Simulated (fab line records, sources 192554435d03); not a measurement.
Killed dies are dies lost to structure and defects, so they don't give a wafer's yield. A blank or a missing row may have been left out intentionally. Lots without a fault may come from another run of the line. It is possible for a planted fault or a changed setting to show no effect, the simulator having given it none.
fab line records	flow n5-finfet
record: lots: 7	wafers: 21
route steps=1938 shown HKMG_FIN@395 MOL_CONTACT_COAG@523
start-h: the number of hours between the record's first day and the start of the first shown wafer of the lot	wait-h: hours from the lot's prior step to this one	" unchanged from the row above	L1.1+2: several wafers, shown together as one row	- no value, or no start was given	* or withheld: withheld	< > ~ a bound
route shown NAME@n: NAME is a module with steps in the file, n the number in the route of the first one	usual: mean/standard deviation of fault-free wafers	same: alike in all rows	chamber/n: place in a boat	sites: readings site by site	_std_site: how widely they spread, as a standard deviation	_edge_site: inner sites' mean taken away from outer sites' mean	radius-mm: how far each site lies from the wafer's centre	mask NAME#n: copy n	behind: the last tool/chamber to shape the wafer	hold: reason for holding the lot/hours on hold/outcome of the hold	device: whichever transistor did not switch (one of n, p or np)	end of line: the same wafers' tests at the end of the route	a step without rows: its recipe alone	killed: at the first sort, the dies lost to defects and structure; wafer yield is something else	map: per-die view of a wafer (x killed, . not killed, _ where there is no die)
set.NAME: the setting that was run; set.NAME@STEP: the one run at that earlier step	model.NAME: the simulator's own value behind a step, which no gauge read
lots with deliberately changed settings; one table per step, one row per wafer
== steps ==
step: N5_HKMG_FIN_EXPOSE_46
recipe: mask-id: NDIPOLE	na: 1.35	source-shape: conventional	sigma-outer: 0.8	polarization: unpolarized	dose-mj: 40
lot.wafer	tool	chamber	start-h	wait-h	mask	set.dose-mj
L080.1+3+6	arfi-scanner-02	0	109.27	-	NDIPOLE#0	40
L081.1+6	arfi-scanner-03	0	114.25	-	NDIPOLE#0	42.38
L081.4	"	0	"	"	NDIPOLE#0	40
L082.2+4+5	arfi-scanner-02	0	131.04	-	NDIPOLE#0	40
L083.4+5+6	arfi-scanner-01	0	134.18	-	NDIPOLE#0	40
L089.2	arfi-scanner-03	0	163.45	-	NDIPOLE#0	38.49
L089.3+4	"	0	"	"	NDIPOLE#0	40
L093.1+4+5	arfi-scanner-02	0	196.63	-	NDIPOLE#0	40
L094.2+6	arfi-scanner-01	0	197.45	-	NDIPOLE#0	37.6
L094.3	"	0	"	"	NDIPOLE#0	40
step: N5_HKMG_FIN_PEB_47
recipe: peb-temp-c: withheld	peb-time-s: 60	resist: CAR-ArF
step: N5_HKMG_FIN_DEVELOP_48
recipe: develop-time-s: 30	developer: TMAH	resist: CAR-ArF	rinse-liquid: diw	dry: air-spin	dev-temp-c: 23
step: N5_HKMG_FIN_CD_MEAS_49
recipe: target-cd-nm: 202	landing-energy-ev: 500	detector: se-inlens	polarity: opening
usual: cd-nm: 202.0/0.58
lot.wafer	tool	chamber	start-h	wait-h	set.dose-mj@HKMG_FIN_EXPOSE_46	cd-nm
L080.1	cd-sem-03	0	109.40	-	40	202.7
L080.3	"	0	"	"	40	202.3
L080.6	"	0	"	"	40	202.3
L081.1	cd-sem-03	0	114.37	-	42.38	206.2
L081.4	"	0	"	"	40	202.1
L081.6	"	0	"	"	42.38	205.9
L082.2	cd-sem-03	0	131.16	-	40	202.3
L082.4	"	0	"	"	40	202.2
L082.5	"	0	"	"	40	202.0
L083.4	cd-sem-03	0	134.29	-	40	201.2
L083.5	"	0	"	"	40	201.5
L083.6	"	0	"	"	40	201.0
L089.2	cd-sem-03	0	163.57	-	38.49	199.7
L089.3	"	0	"	"	40	203.0
L089.4	"	0	"	"	40	201.5
L093.1	cd-sem-03	0	196.76	-	40	202.0
L093.4	"	0	"	"	40	201.6
L093.5	"	0	"	"	40	202.1
L094.2	cd-sem-01	0	197.57	-	37.6	197.4
L094.3	"	0	"	"	40	201.4
L094.6	"	0	"	"	37.6	197.6
step: N5_HKMG_FIN_DESCUM_53
recipe: chemistry: O2	time-s: 7.9	source-power-w: 50	bias-power-w: 20	pressure-mtorr: 20	rf-frequency-hz: 2.712e+07	temp-c: 40	resist: CAR-ArF	o2-flow-sccm: 225
step: N5_HKMG_FIN_ETCH_54
recipe: chemistry: CF4	target: SiARC	target-depth-a: 455	mask-material: CAR-ArF	time-s: 75.8	ion-energy-ev: 80	pressure-mtorr: 40	source-w: 545	bias-w: 36	Ar_flow_sccm: 100	cf4-flow-sccm: 100	ends: cleared
lot.wafer	tool	chamber	start-h	wait-h	set.dose-mj@HKMG_FIN_EXPOSE_46	model.HKMG_FIN.cd-offset-nm
L080.1	rie-diel-04	0	109.52	0.0	40	0.4
L080.3	"	2	"	"	40	0
L080.6	"	0	"	"	40	0.2
L081.1	rie-diel-03	3	114.66	0.0	42.38	4.2
L081.4	"	2	"	"	40	0
L081.6	"	2	"	"	42.38	4
L082.2	rie-diel-01	3	131.34	0.0	40	0.8
L082.4	"	0	"	"	40	0.2
L082.5	"	1	"	"	40	0.4
L083.4	rie-diel-01	0	134.41	0.0	40	-1
L083.5+6	"	0,1	"	"	40	-0.8
L089.2	rie-diel-04	3	163.69	0.0	38.49	-2.4
L089.3	"	2	"	"	40	0.8
L089.4	"	1	"	"	40	-0.2
L093.1+5	rie-diel-01	1	197.07	0.0	40	0
L093.4	"	3	"	"	40	-0.4
L094.2	rie-diel-03	2	197.69	0.0	37.6	-4.6
L094.3	"	3	"	"	40	-0.6
L094.6	"	3	"	"	37.6	-4.2
step: N5_HKMG_FIN_ETCH_55
recipe: chemistry: N2/H2	target: SOC	target-depth-a: 2400	temp-c: 40	time-s: 300	ion-energy-ev: 200	mask-material: SiARC	pressure-mtorr: 30	source-w: 840	bias-w: 150	n2-flow-sccm: 200	h2-flow-sccm: 200
step: N5_HKMG_FIN_STRIP_56
recipe: chemistry: N2/H2	temp-c: 40	n2-flow-sccm: 200	h2-flow-sccm: 200	rf-frequency-hz: 6e+07
step: N5_HKMG_FIN_STRIP_57
recipe: chemistry: CF4	resist: SiARC	power-w: 300	bias-power-w: 75	pressure-mtorr: 50	cf4-flow-sccm: 150	rf-frequency-hz: 6e+07
step: N5_HKMG_FIN_ETCH_58
recipe: chemistry: N2/H2	target: SOC	target-depth-a: 2158	ion-energy-ev: 50	bias-w: 13	time-s: 741	pressure-mtorr: 30	source-w: 875	n2-flow-sccm: 200	h2-flow-sccm: 200
lot.wafer	tool	chamber	start-h	wait-h	set.dose-mj@HKMG_FIN_EXPOSE_46	model.HKMG_FIN.cd-offset-nm
L080.1	rie-diel-04	0	109.79	0.0	40	-0.6
L080.3	"	2	"	"	40	0
L080.6	"	0	"	"	40	-0.8
L081.1	rie-diel-03	3	114.92	0.0	42.38	4.2
L081.4	"	2	"	"	40	-0.2
L081.6	"	2	"	"	42.38	3.4
L082.2	rie-diel-01	3	131.60	0.0	40	1
L082.4+5	"	0,1	"	"	40	0.4
L083.4+6	rie-diel-01	0,1	134.68	0.0	40	-0.6
L083.5	"	0	"	"	40	-0.8
L089.2	rie-diel-04	3	163.96	0.0	38.49	-2.4
L089.3	"	2	"	"	40	1
L089.4	"	1	"	"	40	0.2
L093.1+5	rie-diel-01	1	197.34	0.0	40	0.2
L093.4	"	3	"	"	40	-0.4
L094.2+6	rie-diel-03	2,3	197.96	0.0	37.6	-4.6
L094.3	"	3	"	"	40	-0.8
step: N5_HKMG_FIN_STRIP_93
recipe: chemistry: N2/H2	material: SOC	time-s: 20	power-w: 500	temp-c: 40	pressure-mtorr: 50	rf-frequency-hz: 6e+07	bias-power-w: 8	h2-frac: 0.5	n2-flow-sccm: 300	h2-flow-sccm: 300
step: N5_HKMG_FIN_WET_ETCH_76
recipe: chemistry: dNH4OH	mix: 1:50	temp-c: 25	target: Al2O3	stop-on: La2O3	target-depth-nm: 2.25	dry: ipa-marangoni	rinse-time-s: 30	rinse-temp-c: 23
step: N5_HKMG_FIN_WET_ETCH_82
recipe: chemistry: dHCl	mix: 1:10000	temp-c: 25	target: La2O3	stop-on: HfO2	target-depth-nm: 2	dry: ipa-marangoni	rinse-time-s: 30	rinse-temp-c: 23
step: N5_HKMG_FIN_ALD_36
recipe: material: TiN	target-thk-a: 10	temp-c: 400	ald-precursor-family: TiCl4	ald-co-reactant: NH3	pulse-time-s: 1	purge-time-s: 3	co-reactant-purge-time-s: 2	co-reactant-pulse-time-s: 2	ald-cycles: 47	pressure-torr: 3
step: N5_HKMG_FIN_THK_MEAS_70
recipe: thk-meas-gauge: xrf	reads: HfO2_of_HKMG_FIN_HK_ALD_01
usual: HK_THK: 1.606/0.02
lot.wafer	tool	chamber	start-h	wait-h	set.ald-cycles@HKMG_FIN_HK_ALD_01	HK_THK[nm]
L080.1	film-metro-02	-	111.90	0.2	35	1.906
L080.3	"	-	"	"	30	1.605
L080.6	"	-	"	"	35	1.835
L081.1	film-metro-01	-	117.18	0.2	30	1.589
L081.4	"	-	"	"	30	1.600
L081.6	"	-	"	"	30	1.602
L082.2	film-metro-02	-	133.71	0.2	29	1.572
L082.4	"	-	"	"	30	1.588
L082.5	"	-	"	"	30	1.577
L083.4	film-metro-01	-	137.03	0.2	30	1.614
L083.5	"	-	"	"	33	1.771
L083.6	"	-	"	"	33	1.754
L089.2	film-metro-01	-	166.18	0.2	30	1.619
L089.3	"	-	"	"	28	1.490
L089.4	"	-	"	"	28	1.498
L093.1	film-metro-02	-	199.64	0.2	30	1.606
L093.4	"	-	"	"	30	1.603
L093.5	"	-	"	"	30	1.627
L094.2	film-metro-01	-	200.07	0.2	30	1.585
L094.3	"	-	"	"	25	1.339
L094.6	"	-	"	"	25	1.345
step: N5_HKMG_FIN_ETCH_31
recipe: chemistry: CF4	target: SiARC	target-depth-a: 455	mask-material: CAR-ArF	time-s: 75.8	ion-energy-ev: 80	pressure-mtorr: 40	source-w: 545	bias-w: 36	Ar_flow_sccm: 100	cf4-flow-sccm: 100	ends: cleared
usual: etch-rf-on-time-s: 76.2/1.2	rf-vpp-V: 184.3/0.96
lot.wafer	tool	chamber	start-h	wait-h	set.bias-w	etch-rf-on-time-s	rf-vpp-V
L080.1	rie-diel-04	3	112.91	0.0	36	77.1	184.1
L080.3	"	1	"	"	42.44	71.4	206.3
L080.6	"	3	"	"	36	77.4	185.0
L081.1	rie-diel-04	1	131.90	0.0	36	75.8	185.5
L081.4	"	2	"	"	40.93	73.0	199.9
L081.6	"	3	"	"	40.93	74.2	200.7
L082.2	rie-diel-04	3	135.17	0.0	36	76.7	183.8
L082.4	"	1	"	"	36	75.4	185.6
L082.5	"	1	"	"	40.31	72.4	199.6
L083.4	rie-diel-03	3	138.02	0.0	36	77.3	183.7
L083.5	"	2	"	"	36	79.6	183.9
L083.6	"	3	"	"	36	77.1	183.7
L089.2	rie-diel-04	0	167.13	0.0	36	78.4	183.2
L089.3	"	3	"	"	36	77.8	183.5
L089.4	"	2	"	"	36	76.9	183.6
L093.1	rie-diel-04	2	200.64	0.0	36	75.5	182.6
L093.4	"	1	"	"	36	76.3	185.1
L093.5	"	1	"	"	36	76.2	184.8
L094.2	rie-diel-03	0	201.38	0.0	33.77	77.2	178.5
L094.3	"	2	"	"	36	77.6	183.8
L094.6	"	3	"	"	36	75.9	184.5
step: N5_HKMG_FIN_ETCH_35
recipe: chemistry: N2/H2	target: SOC	target-depth-a: 2158	ion-energy-ev: 65	bias-w: 5	source-w: 3000	time-s: 243.4	pressure-mtorr: 30	n2-flow-sccm: 200	h2-flow-sccm: 200
usual: rf-vpp-V: 141.7/0.86
lot.wafer	tool	chamber	start-h	wait-h	set.bias-w	rf-vpp-V	model.etch.depth-nm	model.SOC_of_HKMG_FIN_COAT_29.thk-nm	model.HKMG_FIN.feature-depth-nm
L080.1	rie-diel-04	3	113.18	0.0	5	142.3	211.1	90	211
L080.3	"	1	"	"	5	143.1	215.5	85.8	215.4
L080.6	"	3	"	"	5	141.3	210.5	90.2	210.4
L081.1	rie-diel-04	1	132.16	0.0	5.615	153.6	227.1	73.2	227
L081.4	"	2	"	"	5.615	152.1	225.5	75	225.4
L081.6	"	3	"	"	5.615	152.6	221.8	78.2	221.8
L082.2	rie-diel-04	3	135.44	0.0	5	142.5	212.1	88	212.2
L082.4	"	1	"	"	5.616	152.8	228.1	73.4	228
L082.5	"	1	"	"	5	142.4	216.1	85.2	216.2
L083.4	rie-diel-03	3	138.29	0.0	5.554	151.3	222.4	76.8	222.4
L083.5	"	2	"	"	5	140.3	205.8	94.2	205.8
L083.6	"	3	"	"	5.554	151.7	223.8	76.2	223.8
L089.2	rie-diel-04	0	167.39	0.0	4.557	134.0	203.1	94	203.2
L089.3	"	3	"	"	4.557	132.3	202.5	95	202.4
L089.4	"	2	"	"	5	142.1	216.1	81.4	216.2
L093.1	rie-diel-04	2	200.90	0.0	5	142.5	216.7	84.4	216.8
L093.4	"	1	"	"	5	141.3	215.3	85.6	215.4
L093.5	"	1	"	"	5	142.3	215.5	85.6	215.4
L094.2	rie-diel-03	0	201.65	0.0	5	141.9	214.4	85	214.4
L094.3	"	2	"	"	5	141.1	209.3	90	209.2
L094.6	"	3	"	"	5	139.6	212.9	87.4	213
step: N5_HKMG_FIN_STRIP_92
recipe: chemistry: N2/H2	material: SOC	time-s: 20	power-w: 500	temp-c: 40	pressure-mtorr: 50	rf-frequency-hz: 6e+07	bias-power-w: 8	h2-frac: 0.5	n2-flow-sccm: 300	h2-flow-sccm: 300
lot.wafer	tool	chamber	start-h	wait-h	set.bias-w@HKMG_FIN_ETCH_35	model.SOC_of_HKMG_FIN_COAT_29.thk-nm
L080.1	rie-diel-04	3	113.33	0.1	5	80
L080.3	"	1	"	"	5	75.6
L080.6	"	3	"	"	5	80.2
L081.1	rie-diel-04	1	132.31	0.1	5.615	62.8
L081.4	"	2	"	"	5.615	64.6
L081.6	"	3	"	"	5.615	68
L082.2	rie-diel-04	3	135.59	0.1	5	78
L082.4	"	1	"	"	5.616	63.2
L082.5	"	1	"	"	5	75
L083.4	rie-diel-03	3	138.44	0.1	5.554	66.8
L083.5	"	2	"	"	5	84.2
L083.6	"	3	"	"	5.554	66.2
L089.2	rie-diel-04	0	167.54	0.1	4.557	84
L089.3	"	3	"	"	4.557	85
L089.4	"	2	"	"	5	71.2
L093.1	rie-diel-04	2	201.05	0.1	5	74.2
L093.4	"	1	"	"	5	75.4
L093.5	"	1	"	"	5	75.6
L094.2	rie-diel-03	0	201.79	0.1	5	74.8
L094.3	"	2	"	"	5	80.2
L094.6	"	3	"	"	5	77.4
step: N5_MOL_CONTACT_COAG_EXPOSE_05
recipe: mask-id: CA	na: 0.33	source-shape: annular	sigma-inner: 0.4	sigma-outer: 0.8	polarization: unpolarized	defocus-nm: 0	dose-mj: 38.25
lot.wafer	tool	chamber	start-h	wait-h	mask	set.dose-mj
L080.1+3+6	euv-scanner-01	0	124.91	-	CA#0	38.25
L081.1+6	euv-scanner-01	0	144.16	-	CA#0	38.25
L081.4	"	0	"	"	CA#0	40.76
L082.2+4	euv-scanner-01	0	147.37	-	CA#0	40.16
L082.5	"	0	"	"	CA#0	38.25
L083.4+5+6	euv-scanner-01	0	150.07	-	CA#0	38.25
L089.2	euv-scanner-02	0	181.32	-	CA#0	38.25
L089.3+4	"	0	"	"	CA#0	36.09
L093.1+4+5	euv-scanner-01	0	212.76	-	CA#0	38.25
L094.2+3+6	euv-scanner-02	0	214.71	-	CA#0	39.27
step: N5_MOL_CONTACT_COAG_PEB_06
recipe: peb-temp-c: 100	peb-time-s: 60	resist: CAR-EUV
step: N5_MOL_CONTACT_COAG_DEVELOP_07
recipe: develop-time-s: 30	developer: TMAH	resist: CAR-EUV	rinse-liquid: surfactant-rinse	dry: air-spin	dev-temp-c: 23
step: N5_MOL_CONTACT_COAG_CD_MEAS_08
recipe: target-cd-nm: 28	landing-energy-ev: 500	detector: se-inlens	polarity: opening
usual: cd-nm: 27.99/0.25
lot.wafer	tool	chamber	start-h	wait-h	set.dose-mj@MOL_CONTACT_COAG_EXPOSE_05	cd-nm
L080.1	cd-sem-02	0	125.04	-	38.25	27.88
L080.3	"	0	"	"	38.25	27.77
L080.6	"	0	"	"	38.25	27.75
L081.1	cd-sem-02	0	144.29	-	38.25	27.93
L081.4	"	0	"	"	40.76	29.53
L081.6	"	0	"	"	38.25	28.03
L082.2	cd-sem-01	0	147.49	-	40.16	29.11
L082.4	"	0	"	"	40.16	28.99
L082.5	"	0	"	"	38.25	27.89
L083.4	cd-sem-01	0	150.18	-	38.25	27.74
L083.5	"	0	"	"	38.25	28.64
L083.6	"	0	"	"	38.25	27.92
L089.2	cd-sem-03	0	181.45	-	38.25	28.24
L089.3	"	0	"	"	36.09	26.31
L089.4	"	0	"	"	36.09	26.70
L093.1	cd-sem-03	0	212.89	-	38.25	27.80
L093.4	"	0	"	"	38.25	28.12
L093.5	"	0	"	"	38.25	28.16
L094.2	cd-sem-01	0	214.83	-	39.27	28.42
L094.3	"	0	"	"	39.27	28.62
L094.6	"	0	"	"	39.27	28.13
step: N5_MOL_CONTACT_COAG_DESCUM_13
recipe: chemistry: O2	time-s: 7	source-power-w: 50	bias-power-w: 20	pressure-mtorr: 20	rf-frequency-hz: 2.712e+07	temp-c: 40	resist: CAR-EUV	o2-flow-sccm: 225
step: N5_MOL_CONTACT_COAG_ETCH_59
recipe: chemistry: N2/H2	target: underlayer	target-depth-a: 130	mask-material: CAR-EUV	time-s: 10.4	ion-energy-ev: 200	pressure-mtorr: 30	source-w: 840	bias-w: 150	n2-flow-sccm: 200	h2-flow-sccm: 200	ends: cleared
lot.wafer	tool	chamber	start-h	wait-h	set.dose-mj@MOL_CONTACT_COAG_EXPOSE_05	model.MOL_CONTACT_COAG.cd-offset-nm
L080.1+3+6	rie-diel-01	0,3,2	125.21	0.0	38.25	-0.2
L081.1+6	rie-diel-01	0,2	144.44	0.0	38.25	0
L081.4	"	2	"	"	40.76	1.2
L082.2	rie-diel-01	0	147.65	0.0	40.16	1.2
L082.4	"	3	"	"	40.16	1
L082.5	"	0	"	"	38.25	0
L083.4+5+6	rie-diel-01	0,1,0	150.34	0.0	38.25	0
L089.2	rie-diel-03	3	181.60	0.0	38.25	0
L089.3+4	"	0	"	"	36.09	-1.4
L093.1+5	rie-diel-01	2,0	213.05	0.0	38.25	-0.2
L093.4	"	0	"	"	38.25	0
L094.2	rie-diel-03	1	214.99	0.0	39.27	0.6
L094.3+6	"	0,2	"	"	39.27	0.4
step: N5_MOL_CONTACT_COAG_ETCH_105
recipe: chemistry: CF4	target: SiARC	target-depth-a: 156	mask-material: CAR-EUV	time-s: 26	ion-energy-ev: 80	pressure-mtorr: 40	source-w: 545	bias-w: 36	Ar_flow_sccm: 100	cf4-flow-sccm: 100	ends: cleared
lot.wafer	tool	chamber	start-h	wait-h	set.dose-mj@MOL_CONTACT_COAG_EXPOSE_05	model.MOL_CONTACT_COAG.cd-offset-nm
L080.1+6	rie-diel-01	0,2	125.23	0.0	38.25	-0.2
L080.3	"	3	"	"	38.25	0
L081.1+6	rie-diel-01	0,2	144.46	0.0	38.25	-0.2
L081.4	"	2	"	"	40.76	1.2
L082.2+4	rie-diel-01	0,3	147.67	0.0	40.16	1.2
L082.5	"	0	"	"	38.25	0.2
L083.4+5+6	rie-diel-01	0,1,0	150.36	0.0	38.25	0
L089.2	rie-diel-03	3	181.62	0.0	38.25	0
L089.3+4	"	0	"	"	36.09	-1.4
L093.1	rie-diel-01	2	213.07	0.0	38.25	-0.2
L093.4+5	"	0	"	"	38.25	0
L094.2+3+6	rie-diel-03	1,0,2	215.01	0.0	39.27	0.4
== key ==
split: step: N5_HKMG_FIN_EXPOSE_46	setting: dose-mj	stated: 40	by: wafer
response: step: N5_HKMG_FIN_CD_MEAS_49	reading: cd-nm	change: +0.662	per: 1%	r: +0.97
response: step: N5_HKMG_FIN_ETCH_54	reading: model.HKMG_FIN.cd-offset-nm	change: +0.67	per: 1%	r: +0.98
response: step: N5_HKMG_FIN_ETCH_58	reading: model.HKMG_FIN.cd-offset-nm	change: +0.676	per: 1%	r: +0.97
split: step: N5_HKMG_FIN_ETCH_31	setting: bias-w	stated: 36	by: wafer
response: step: N5_HKMG_FIN_ETCH_31	reading: etch-rf-on-time-s	change: *	per: 1%	r: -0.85
response: step: N5_HKMG_FIN_ETCH_31	reading: rf-vpp-V	change: +1.17	per: 1%	r: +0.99
split: step: N5_HKMG_FIN_ETCH_35	setting: bias-w	stated: 5	by: wafer
response: step: N5_HKMG_FIN_ETCH_35	reading: rf-vpp-V	change: +0.934	per: 1%	r: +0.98
response: step: N5_HKMG_FIN_ETCH_35	reading: model.etch.depth-nm	change: +1.36	per: 1%	r: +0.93
response: step: N5_HKMG_FIN_ETCH_35	reading: model.SOC_of_HKMG_FIN_COAT_29.thk-nm	change: -1.34	per: 1%	r: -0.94
response: step: N5_HKMG_FIN_ETCH_35	reading: model.HKMG_FIN.feature-depth-nm	change: +1.36	per: 1%	r: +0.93
response: step: N5_HKMG_FIN_STRIP_92	reading: model.SOC_of_HKMG_FIN_COAT_29.thk-nm	change: -1.35	per: 1%	r: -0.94
split: step: N5_MOL_CONTACT_COAG_EXPOSE_05	setting: dose-mj	stated: 38.25	by: wafer
response: step: N5_MOL_CONTACT_COAG_CD_MEAS_08	reading: cd-nm	change: +0.257	per: 1%	r: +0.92
response: step: N5_MOL_CONTACT_COAG_ETCH_59	reading: model.MOL_CONTACT_COAG.cd-offset-nm	change: +0.213	per: 1%	r: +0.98
response: step: N5_MOL_CONTACT_COAG_ETCH_105	reading: model.MOL_CONTACT_COAG.cd-offset-nm	change: +0.221	per: 1%	r: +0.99
split outside-this-file step=N5_HKMG_FIN_HK_ALD_01 setting=ald-cycles
split outside-this-file: this setting was split too, and the file shows its column; the key of that split is in another file
